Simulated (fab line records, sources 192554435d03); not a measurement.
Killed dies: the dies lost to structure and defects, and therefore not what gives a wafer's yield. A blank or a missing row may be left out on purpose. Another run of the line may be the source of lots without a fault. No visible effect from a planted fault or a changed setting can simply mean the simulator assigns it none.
Matching of chambers :: flow n5_finfet :: 4 sister chambers for N5_SPACER0_ALD_07 on ald_sin-01
The step deposits SiNx, target thk 2 nm. 4 wafers are shown with their chamber, then 7 later ones without.

## WAFERS, EACH WITH ITS CHAMBER
wafer: L945.1
chamber: 1
heater_power_w (W): 888

wafer: L949.1
chamber: 2
heater_power_w (W): 971

wafer: L952.1
chamber: 0
heater_power_w (W): 979

wafer: L952.2
chamber: 3
heater_power_w (W): 736

## WAFERS WHOSE CHAMBER IS MISSING
wafer: L952.3
heater_power_w (W): 947

wafer: L953.1
heater_power_w (W): 1015

wafer: L953.2
heater_power_w (W): 959

wafer: L953.3
heater_power_w (W): 900

wafer: L958.1
heater_power_w (W): 902

wafer: L958.4
heater_power_w (W): 738

wafer: L958.6
heater_power_w (W): 974

## THE CHAMBER EACH PASSED THROUGH
wafer: L952.3
from the rows above: can't be placed: 2 or 0 or 1
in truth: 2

wafer: L953.1
from the rows above: can't be placed: 0 or 2
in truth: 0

wafer: L953.2
from the rows above: can't be placed: 2 or 0
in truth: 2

wafer: L953.3
from the rows above: 1
in truth: 1

wafer: L958.1
from the rows above: 1
in truth: 1

wafer: L958.4
from the rows above: 3
in truth: 3

wafer: L958.6
from the rows above: can't be placed: 2 or 0
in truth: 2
Correctly placed: 3 of 7. Not placeable from these rows: 4 (in 4, the candidates include the true chamber). Placed wrongly: 0.
How it was worked out, from the rows above alone: a wafer's distance from a chamber is the root of the sum, over the readings, of the square of ((its reading less the chamber's mean) divided by the reading's scatter). The wafer belongs to the nearest chamber; if the next one is less than 2 further off, it can't be placed. For every chamber, the mean is computed from those of its wafers that are shown. The scatter (one wafer shown for each chamber): square how far every hidden wafer sits from the nearest shown wafer, average those squares and take the square root.
